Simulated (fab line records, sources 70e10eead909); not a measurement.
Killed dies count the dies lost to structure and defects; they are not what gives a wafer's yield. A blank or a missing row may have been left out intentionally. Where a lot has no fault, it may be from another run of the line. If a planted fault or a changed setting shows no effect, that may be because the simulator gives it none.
Which tool was responsible?	flow nand harc	18 wafers from 6 lots sampled at 5 of the route's 1302 steps

== WHAT EACH GAUGE READ, for each wafer ==
NHARC_END_SORT_01.
lot	measured	on	defect limited yield (%)
L503	day 31 15:16	prober-02	88.8 88.2 87.3

== WHICH TOOL RAN EACH LOT (tool, then ch and the chambers of the sampled wafers, then the start) ==
lot	NHARC_P_M1_PRE_CLEAN_30	NHARC_THIN_TSV_ETCH_15	NHARC_THIN_TSV_CMP_21	NHARC_THIN_TSV_STRIP_56
L488	pvd sputter-03, day 6 13:18	rie si-04 ch 1,2, day 24 07:44	cmp-01 ch 1,3, day 24 11:14	plasma asher-01 ch 0,1, day 24 13:28
L493	pvd sputter-02, day 9 06:27	rie si-02 ch 0,1,3, day 26 20:09	cmp-02 ch 0,1,2, day 26 23:53	plasma asher-02 ch 0,1, day 27 02:08
L501	pvd sputter-01, day 11 23:32	rie si-02 ch 0,1,2, day 29 19:16	cmp-01 ch 1,2, day 29 22:44	plasma asher-02 ch 0,1, day 30 00:58
L503	pvd sputter-01, day 13 03:22	rie si-06 ch 0,1, day 31 00:21	cmp-01 ch 0,1,3, day 31 03:56	plasma asher-02 ch 0,1, day 31 05:58
L506	pvd sputter-01, day 14 02:37	rie si-02 ch 1,2, day 32 14:53	cmp-04 ch 0,1, day 32 18:30	plasma asher-02 ch 0,1, day 32 21:04
L509	pvd sputter-02, day 15 04:57	rie si-04 ch 2,3, day 33 02:11	cmp-02 ch 0,3, day 33 05:44	plasma asher-02 ch 1, day 33 08:01
- NHARC_P_M1_PRE_CLEAN_30: time 30 s.
- NHARC_THIN_TSV_ETCH_15: target depth 3000 nm, bosch target overetch cycles 2, bosch etch step 2.8 s.
- NHARC_THIN_TSV_CMP_21: polishes, t overpolish 30 s, target thk 2000 nm.
- NHARC_THIN_TSV_STRIP_56: strips in O2.

== THE ANSWER, worked out from the rows above alone ==
Rule: the lots themselves supply what counts as usual. Put in order of their means at a reading, lots are off if they are a third of the lots or fewer, leave a main group of 4 or more, and stand apart from it by a gap of 3 or more times the standard deviation of the main group's means; of several such gaps the widest counts. Not used: any main group whose means are identical at the precision the tables above print for the reading. Also off: a lot with no number at a reading for which 4 or more lots have one. Any other lot the step has rows for is counted as sound.
Across all readings shown, no lot is off: no conclusion can be drawn from this.

== WHAT WAS PUT IN BY THE SIMULATOR ==
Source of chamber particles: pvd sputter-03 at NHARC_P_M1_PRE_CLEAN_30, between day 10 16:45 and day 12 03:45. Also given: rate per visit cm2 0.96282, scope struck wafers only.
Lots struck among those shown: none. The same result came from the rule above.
